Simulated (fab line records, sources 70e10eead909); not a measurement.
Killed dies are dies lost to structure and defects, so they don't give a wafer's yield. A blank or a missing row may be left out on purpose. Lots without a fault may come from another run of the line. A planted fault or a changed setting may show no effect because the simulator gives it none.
fab line records | flow nand_harc
record lots=13 wafers=39 last_day=34
route steps=1302 shown P_ZERO_WELL@59 P_STI@69 END@1302
lots that met no fault: from a run of the same line without faults
start_h: hours from the record's first day to the start of the lot's first wafer shown | wait_h: hours since the lot's step before | " the same as in the row above | L1.1+2: a row that stands for several wafers | - no value, or no start given | * or withheld: withheld | < > ~ a bound
route shown NAME@n: a module of which the file shows steps, and the number in the route of the first | usual: mean/standard deviation of fault-free wafers | same: alike in all rows | chamber/n: place in a boat | sites: the reading at each site | _std_site: their standard deviation | _edge_site: outer sites' mean less inner sites' | radius_mm: how far each site lies from the wafer's centre | mask NAME#n: copy n | behind: the tool/chamber that last shaped the wafer | hold: why the lot was held/for how many hours/how that ended | device: the transistor (n, p or np) that didn't switch | end of line: the same wafers' tests at the end of the route | a step without rows: its recipe alone | killed: dies lost to structure and defects at the first sort, not the wafer's yield | map: a wafer's dies, x killed, . not, _ none there
set.NAME: the setting as run; set.NAME@STEP: as run at that earlier step | model.NAME: the simulator's own value behind a step, which no gauge read
steps of the route over a sample of lots; a table a step, a row a wafer
services: from which hour (start_h, from the record's first day; less than 0 if before it) a tool's chamber was out of use, for how many hours, and why
## steps
# step NHARC_P_ZERO_WELL_CD_MEAS_52
# recipe target_cd_nm=2000 landing_energy_ev=500
# usual cd_nm=1999.8/1.3
# columns lot.wafer tool chamber start_h wait_h cd_nm
L415.1 cd_sem-02 0 35.85 - 2000.5
L415.2 " 0 " " 2001.3
L415.4 " 0 " " 2000.6
L416.1 cd_sem-03 0 45.68 - 2000.7
L416.2 " 0 " " 2000.4
L416.6 " 0 " " 1999.9
L418.2 cd_sem-01 0 65.85 - 1997.9
L418.3 " 0 " " 1997.2
L418.5 " 0 " " 1998.2
L419.3 cd_sem-02 0 75.86 - 1998.9
L419.4 " 0 " " 2000.4
L419.6 " 0 " " 1997.5
L422.2 cd_sem-02 0 105.88 - 1997.5
L422.3 " 0 " " 1998.7
L422.5 " 0 " " 1997.1
L423.1 cd_sem-01 0 115.81 - 1995.8
L423.3 " 0 " " 1998.1
L423.5 " 0 " " 1997.4
L424.2 cd_sem-01 0 125.73 - 2001.2
L424.3 " 0 " " 2000.0
L424.6 " 0 " " 2000.1
L425.2 cd_sem-02 0 135.64 - 1999.5
L425.3 " 0 " " 2000.1
L425.6 " 0 " " 1999.9
L426.1 cd_sem-03 0 145.76 - 2001.2
L426.5 " 0 " " 2000.3
L426.6 " 0 " " 2001.7
L427.1 cd_sem-02 0 155.85 - 1999.1
L427.2 " 0 " " 2000.1
L427.5 " 0 " " 2001.7
L431.3 cd_sem-01 0 195.69 - 1999.0
L431.5 " 0 " " 1998.7
L431.6 " 0 " " 1998.2
L436.1 cd_sem-01 0 245.94 - 2000.0
L436.3 " 0 " " 1998.7
L436.5 " 0 " " 2002.1
L437.2 cd_sem-02 0 255.92 - 2000.6
L437.3 " 0 " " 1999.4
L437.6 " 0 " " 1998.4
# step NHARC_P_STI_ETCH_26
# recipe target_depth_a=110 chemistry=dHF material=SiO2
# columns lot.wafer tool chamber start_h wait_h
L415.2+4+1 wet_bench-05 3,4,7 37.72 0.0
L416.1+6+2 wet_bench-09 1,3,4 47.60 0.1
L418.5+2+3 wet_bench-05 2,3,6 67.73 0.1
L419.4+6+3 wet_bench-05 5,6,7 77.75 0.1
L422.3+2+5 wet_bench-05 7,0,2 107.81 0.1
L423.5+1+3 wet_bench-05 1,2,6 117.69 0.0
L424.2+6+3 wet_bench-05 0,1,4 127.60 0.0
L425.2+3+6 wet_bench-09 7,2,3 138.20 0.1
L426.6+5+1 wet_bench-09 2,5,6 147.63 0.0
L427.2+1+5 wet_bench-09 5,6,7 157.73 0.1
L431.5+3+6 wet_bench-05 5,0,1 197.55 0.0
L436.1+3+5 wet_bench-05 0,2,3 247.81 0.1
L437.3+6+2 wet_bench-05 0,1,4 257.78 0.0
# step NHARC_P_STI_INSPECT_11
# usual raw_defect_count=4.9/2.9
# columns lot.wafer tool chamber start_h wait_h raw_defect_count
L415.1 defect_inspect-02 - 57.76 0.0 8
L415.2 " - " " 12
L415.4 " - " " 7
L416.1 defect_inspect-02 - 69.20 0.0 5
L416.2 " - " " 3
L416.6 " - " " 2
L418.2 defect_inspect-02 - 83.94 0.0 3
L418.3 " - " " 5
L418.5 " - " " 2
L419.3 defect_inspect-02 - 97.13 0.0 3
L419.4 " - " " 7
L419.6 " - " " 3
L422.2 defect_inspect-02 - 124.45 0.0 8
L422.3 " - " " 6
L422.5 " - " " 4
L423.1 defect_inspect-02 - 132.81 0.0 2
L423.3 " - " " 4
L423.5 " - " " 2
L424.2 defect_inspect-02 - 143.65 0.0 6
L424.3 " - " " 8
L424.6 " - " " 8
L425.2 defect_inspect-01 - 152.68 0.0 5
L425.3 " - " " 6
L425.6 " - " " 0
L426.1 defect_inspect-01 - 164.38 0.0 6
L426.5 " - " " 2
L426.6 " - " " 0
L427.1 defect_inspect-02 - 174.61 0.1 6
L427.2 " - " " 5
L427.5 " - " " 4
L431.3 defect_inspect-02 - 215.32 0.0 1
L431.5 " - " " 5
L431.6 " - " " 4
L436.1 defect_inspect-01 - 263.91 0.0 794
L436.3 " - " " 801
L436.5 " - " " 795
L437.2 defect_inspect-01 - 274.01 0.0 785
L437.3 " - " " 833
L437.6 " - " " 807
# step NHARC_P_STI_ETCH_15
# recipe target_depth_a=3000 taper_deg=4 time_s=100.1 hbr_flow_sccm=150 cl2_flow_sccm=50 rf_w=400 icp_w=400 bias_w=100 chemistry=HBr/Cl2
# usual drypump_motor_current_A=5.7/0.45 hbr_flow_sccm=150.0/0.52 oes_product_au=1.001/0.0073 throttle_valve_pct=26.405/0.0092
# columns lot.wafer tool chamber start_h wait_h drypump_motor_current_A hbr_flow_sccm oes_product_au rf_hours_counter_h throttle_valve_pct
L415.4 rie_si-03 0 58.19 - 5.9 149.5 1.000 0.01 26.401
L415.2 " 1 " " 5.6 150.0 0.996 0.01 26.415
L415.1 " 2 " " 5.9 149.1 0.999 0.01 26.420
L416.1 rie_si-01 0 69.63 - 5.7 149.9 1.002 0.35 26.416
L416.2 " 1 " " 6.3 149.2 1.004 0.29 26.395
L416.6 " 3 " " 4.8 150.4 1.007 - 26.398
L418.2 rie_si-01 1 84.35 - 6.3 150.0 1.006 0.45 26.393
L418.3 " 3 " " 4.8 149.8 1.002 0.46 26.414
L418.5 " 2 " " 5.3 150.6 1.013 - 26.393
L419.4 rie_si-04 1 97.54 - 5.6 150.1 0.985 0.56 26.397
L419.3 " 3 " " 5.7 150.4 0.990 0.65 26.397
L419.6 " 2 " " 5.1 149.7 0.994 - 26.408
L422.3 rie_si-01 2 124.89 - 5.4 150.3 1.012 0.71 26.415
L422.2 " 3 " " 4.9 150.6 0.993 0.69 26.404
L422.5 " 0 " " 5.7 150.3 1.005 - 26.398
L423.3 rie_si-01 1 133.27 - 6.3 150.0 1.013 0.80 26.405
L423.1 " 2 " " 5.4 150.6 1.016 0.75 26.416
L423.5 " 0 " " 5.7 150.0 1.002 - 26.409
L424.3 rie_si-01 2 144.08 - 5.4 149.4 1.014 0.81 26.408
L424.2 " 3 " " 4.9 150.5 1.008 0.86 26.405
L424.6 " 2 " " 5.4 150.1 1.013 - 26.397
L425.3 rie_si-03 3 153.09 - 5.7 150.0 1.002 0.56 26.407
L425.2 " 1 " " 5.7 149.1 1.002 0.59 26.393
L425.6 " 3 " " 5.7 149.2 1.010 - 26.413
L426.1 rie_si-03 2 164.80 - 5.9 150.2 0.997 0.67 26.374
L426.6 " 2 " " 5.9 150.2 1.001 - 26.409
L426.5 " 3 " " 5.7 149.8 1.001 - 26.389
L427.2 rie_si-04 0 175.05 - 6.3 150.1 0.998 0.01 26.396
L427.1 " 1 " " 5.6 149.8 1.005 0.01 26.398
L427.5 " 3 " " 5.7 149.2 0.992 - 26.402
L431.3 rie_si-01 1 215.75 - 6.3 149.2 1.014 0.09 26.399
L431.6 " 0 " " 5.7 150.8 0.997 - 26.404
L431.5 " 1 " " 6.4 149.4 1.000 - 26.395
L436.3 rie_si-03 2 264.35 - 5.9 151.7 1.004 0.17 26.411
L436.1 " 3 " " 5.7 149.7 1.006 0.17 26.418
L436.5 " 0 " " 5.9 149.9 1.007 - 26.400
L437.3 rie_si-01 1 274.43 - 6.3 150.2 1.008 0.40 26.409
L437.2 " 2 " " 5.4 150.6 1.003 0.50 26.411
L437.6 " 0 " " 5.7 151.6 0.992 - 26.403
# step NHARC_P_STI_OCD_MEAS_17
# usual trench_depth_nm=301.0/2.9 trench_foot_cd_nm=158.1/2
# columns lot.wafer tool chamber start_h wait_h trench_depth_nm trench_foot_cd_nm
L415.1 ocd-01 - 58.42 0.1 299.7 158.2
L415.2 " - " " 298.9 160.6
L415.4 " - " " 301.2 157.6
L416.1 ocd-01 - 69.87 0.1 302.2 157.4
L416.2 " - " " 302.2 157.7
L416.6 " - " " 301.3 154.9
L418.2 ocd-01 - 84.60 0.1 301.8 160.9
L418.3 " - " " 299.3 162.5
L418.5 " - " " 304.3 158.9
L419.3 ocd-01 - 97.80 0.1 296.5 158.3
L419.4 " - " " 294.0 158.5
L419.6 " - " " 296.9 158.0
L422.2 ocd-02 - 125.11 0.1 301.1 157.8
L422.3 " - " " 303.2 158.4
L422.5 " - " " 302.3 158.6
L423.1 ocd-01 - 133.49 0.1 310.1 156.4
L423.3 " - " " 306.8 154.7
L423.5 " - " " 302.9 156.6
L424.2 ocd-01 - 144.32 0.1 302.6 160.6
L424.3 " - " " 305.7 157.7
L424.6 " - " " 305.8 158.3
L425.2 ocd-01 - 153.36 0.1 301.5 158.3
L425.3 " - " " 302.5 156.6
L425.6 " - " " 301.8 155.9
L426.1 ocd-01 - 165.04 0.1 299.9 158.3
L426.5 " - " " 302.8 157.6
L426.6 " - " " 298.8 155.9
L427.1 ocd-01 - 175.27 0.1 300.6 158.6
L427.2 " - " " 298.6 155.6
L427.5 " - " " 298.1 158.6
L431.3 ocd-01 - 216.00 0.1 301.5 163.1
L431.5 " - " " 301.6 158.8
L431.6 " - " " 300.9 159.7
L436.1 ocd-01 - 264.57 0.1 302.9 157.5
L436.3 " - " " 302.7 154.6
L436.5 " - " " 302.3 156.5
L437.2 ocd-02 - 274.67 0.1 305.4 158.9
L437.3 " - " " 304.6 157.8
L437.6 " - " " 299.0 159.3
# step NHARC_END_SORT_01
# recipe temp_c=25
# usual killed_at_array=50/18 killed_at_other=0.8/1.1 killed_at_periphery=4.1/2.9 killed_dies=55/18 killed_open=3.5/1.9 killed_short=2.4/1.5
# same gross_dies=677
# columns lot.wafer tool chamber start_h wait_h killed_at_array killed_at_other killed_at_periphery killed_dies killed_open killed_short
L436.1 prober-02 0 789.75 2.5 23 0 58 81 2 1
L436.3 prober-02 0 791.34 3.1 32 0 97 129 2 2
L436.5 prober-02 0 792.92 3.7 27 0 100 127 4 3
L437.2 prober-02 0 802.35 2.8 35 1 29 65 7 1
L437.3 prober-02 0 803.14 3.1 35 2 62 99 3 2
L437.6 prober-02 0 805.51 4.0 34 1 79 114 2 4
# killed by level:class
L436.1 P_STI:unspecified=56 A_CONTACT:chamber_film_flake=5 A_STAIRCASE:chamber_film_flake=4 A_SLIT:chamber_film_flake=4 A_M0:chamber_film_flake=4 A_BONDPAD:chamber_film_flake=3 P_GATE:chamber_film_flake=2 A_CHANNEL_FILL_D2:geometric_particle:open=1
L436.3 P_STI:unspecified=96 A_CONTACT:chamber_film_flake=14 A_SLIT:chamber_film_flake=6 A_STAIRCASE:chamber_film_flake=4 A_M0:chamber_film_flake=4 P_CONTACT:geometric_particle:open=1 A_DECK1_JOINT:geometric_particle:short=1 A_ONON_D1:geometric_particle:short=1
L436.5 P_STI:unspecified=97 A_CONTACT:chamber_film_flake=7 A_STAIRCASE:chamber_film_flake=5 A_SLIT:chamber_film_flake=5 A_M0:chamber_film_flake=3 P_CONTACT:geometric_particle:open=2 A_ONON_D1:geometric_particle:short=1 A_DECK1_JOINT:geometric_particle:short=1
L437.2 P_STI:unspecified=27 A_CHANNEL_HOLE_D1:chamber_film_flake=18 A_CONTACT:chamber_film_flake=6 A_SLIT:chamber_film_flake=4 P_CONTACT:geometric_particle:open=2 A_ONON_D1:geometric_particle:open=1 A_DECK1_JOINT:geometric_particle:open=1 A_WL_FILL:geometric_particle:short=1
L437.3 P_STI:unspecified=60 A_CHANNEL_HOLE_D1:chamber_film_flake=14 A_SLIT:chamber_film_flake=7 A_CONTACT:chamber_film_flake=6 A_STAIRCASE:chamber_film_flake=4 A_CHANNEL_FILL_D2:geometric_particle:short=2 THIN_TSV:chamber_film_flake=2 P_CONTACT:geometric_particle:open=1
L437.6 P_STI:unspecified=75 A_CHANNEL_HOLE_D1:chamber_film_flake=19 A_SLIT:chamber_film_flake=6 A_CONTACT:chamber_film_flake=3 A_ONON_D2:geometric_particle:open=2 P_STI:chamber_film_flake=2 P_GATE:geometric_particle:short=1 P_M0:geometric_particle:short=1
## services
# columns tool chamber start_h hours kind
rie_si-01 - 16.00 9.0 pm
rie_si-01 2 37.77 2.5 repair
rie_si-03 - 44.08 9.0 pm
rie_si-01 - 56.59 0.3 repair
wet_bench-05 - 84.80 8.0 pm
wet_bench-05 0 92.80 - consumable_replace:bath
wet_bench-05 0 92.80 - consumable_replace:filter
wet_bench-05 1 92.80 - consumable_replace:bath
wet_bench-05 1 92.80 - consumable_replace:filter
wet_bench-05 2 92.80 - consumable_replace:bath
wet_bench-05 2 92.80 - consumable_replace:filter
wet_bench-05 3 92.80 - consumable_replace:bath
wet_bench-05 3 92.80 - consumable_replace:filter
rie_si-04 - 165.00 9.0 pm
wet_bench-09 - 178.14 8.0 pm
rie_si-01 2 186.60 11.7 repair
rie_si-01 - 190.88 0.3 repair
rie_si-01 - 193.00 9.0 pm
rie_si-04 0 212.76 1.0 repair
rie_si-01 1 218.15 9.1 repair
rie_si-03 - 221.08 9.0 pm
rie_si-01 2 225.18 5.7 repair
rie_si-01 2 237.40 1.2 repair
wet_bench-05 - 260.80 8.0 pm
## key
first_sign step=NHARC_P_STI_INSPECT_11 reading=raw_defect_count direction=up sigmas=99+ usual=4.9 struck=802.5
effect step=NHARC_END_SORT_01 reading=killed_at_periphery direction=up sigmas=23 usual=4.1 struck=70.8
more_kills_born_at NHARC_P_STI_ETCH_26@wet_bench-05=411
met_at NHARC_P_STI_ETCH_26
struck_lots L436,L437
tester_left_out L436,L437
not_acting_at NHARC_P_ZERO_WELL_CD_MEAS_52,NHARC_P_STI_ETCH_15,NHARC_P_STI_OCD_MEAS_17
onset_between 197.55 247.81
also_fits time
fault kind=chamber_particle_source tool=wet_bench-05 chamber=- onset_h=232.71 steps=NHARC_P_STI_ETCH_26 rate_per_visit_cm2=1.2437 end_h=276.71
# tester_left_out: of these lots the tester's yield and bins aren't shown, on N5 and GAA mostly nor the transistor test; their killed dies are dies lost to structure and defects alone, not to doping, threshold or leakage, so they don't give the yield
